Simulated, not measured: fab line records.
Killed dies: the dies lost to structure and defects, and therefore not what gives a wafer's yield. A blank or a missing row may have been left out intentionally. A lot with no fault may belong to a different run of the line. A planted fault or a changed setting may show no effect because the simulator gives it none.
Code-filled problem report in 8D (eight disciplines) form / flow n5-finfet / the parts of the form that need people (team, actions taken, sign-off) are left out

== 1. WHAT IS WRONG ==
N5_BEOL_M11_ETCH_41, oes-product-au: mean 1.20 a.u. over 1 wafer from 1 lot; wafers with no fault: 0.78 a.u., standard deviation 0.059. That is +7.1 standard deviations from the usual mean.
The step: etches SiCN in CH3F/O2, target depth 42.6 nm, time 86 s.
Earliest sighting: wafer L573.6 on rie-diel-06 at day 15 03:27. The record has a number at this step for 27 wafers belonging to 9 lots. Rule for "out", or "out of limits": more than 4 standard deviations from the usual mean. The other wafers with a number count as sound.

== 2. WHAT THIS IS AND IS NOT ==
question=which readings at this step | is=oes-product-au | is not=O2_flow_sccm, chamber-pressure-mTorr, drypump-motor-current-A, rf-vpp-V, showerhead-plenum-p-Torr, throttle-valve-pct
question=which lots | is=L573 | is not=L555, L557, L560, L562, L567, L568, L571, L577
question=which wafers of those lots | is=L573.6 | is not=L573.1, L573.5
question=read on which tools | is=rie-diel-06 | is not=rie-diel-02, rie-diel-05
question=when | is=from day 15 03:27 | is not=up to then (23 sound wafers); but 3 sound wafers of L577 came after

== 3. THE SUSPECTS, EACH WITH WHAT RULES IT OUT ==
Counting: if a tool at a process step up to the reading ran every lot that is out, it stays a suspect. Sound lots after the first of them don't rule it out here, since some wafers of a struck lot are sound.
- rie-diel-05 at N5_BEOL_M11_STRIP_19 (strips in O2): kept. The lot that is out, L573, ran on it at day 15 02:16; the last sound lot it ran before that was L557, at day 10 23:43.
- rie-diel-06 at N5_BEOL_M11_STRIP_36 (strips in N2/H2): kept. The lot that is out, L573, ran on it at day 15 03:22; the last sound lot it ran before that was L571, at day 14 12:46.
- rie-diel-06 at N5_BEOL_M11_TRENCH_ETCH_37 (etches SiCOH lowk in C4F6/O2, target depth 148.83 nm, time 48 s): kept. The lot that is out, L573, ran on it at day 15 03:27; the last sound lot it ran before that was L571, at day 14 12:50. Because N5_BEOL_M11_TRENCH_ETCH_37 lacks a start for some lots, the hours and order of its lots are taken from N5_BEOL_M11_ETCH_41.
- rie-diel-06 at N5_BEOL_M11_ETCH_41 (etches SiCN in CH3F/O2, target depth 42.6 nm, time 86 s): kept. The lot that is out, L573, ran on it at day 15 03:27; the last sound lot it ran before that was L571, at day 14 12:50. On those wafers its own readings are out: oes-product-au.
- The sound lot-mates ran in chamber 3 of rie-diel-05 at N5_BEOL_M11_STRIP_19, but the wafers that are out ran in chamber 2.
- Within rie-diel-06 at N5_BEOL_M11_STRIP_36: the wafers that are out ran in chamber 0; their sound lot-mates ran in chambers 1, 2.
- Within rie-diel-06 at N5_BEOL_M11_TRENCH_ETCH_37: the wafers that are out ran in chamber 0; their sound lot-mates ran in chambers 1, 2.
- Within rie-diel-06 at N5_BEOL_M11_ETCH_41: the wafers that are out ran in chamber 0; their sound lot-mates ran in chambers 1, 2.
Left after counting: rie-diel-05 at N5_BEOL_M11_STRIP_19, rie-diel-06 at N5_BEOL_M11_STRIP_36, rie-diel-06 at N5_BEOL_M11_TRENCH_ETCH_37, rie-diel-06 at N5_BEOL_M11_ETCH_41.

== 4. THE CAUSE (what the simulator had put in) ==
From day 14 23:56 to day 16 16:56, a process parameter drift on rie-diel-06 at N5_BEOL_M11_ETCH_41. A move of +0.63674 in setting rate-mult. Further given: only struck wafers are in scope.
Counting leaves 4 suspects; this tool is one of them.

== 5. THE EFFECT CHAIN, in route order ==
Each row: a reading where the mean over the struck wafers with a number is more than 3 standard deviations away from the usual. Only readings whose record carries a usual standard deviation are examined. hours: median over the lots of the time between each lot's start at the first step of this table that gives one and its start at this step. sigmas: the change, counted in usual standard deviations.
hours=0; step=N5_BEOL_M11_ETCH_41; reading=oes-product-au; usual=0.78 a.u.; on struck wafers=1.20; change=+0.42; sigmas=+7.1
Its process steps:
- N5_BEOL_M11_ETCH_41: etches SiCN in CH3F/O2, target depth 42.6 nm, time 86 s.

== 6. HOW IT WOULD HAVE BEEN CAUGHT EARLIER ==
The fault began at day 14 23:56; the first out-of-limits reading in this record came at day 15 03:27, 4 hours later.
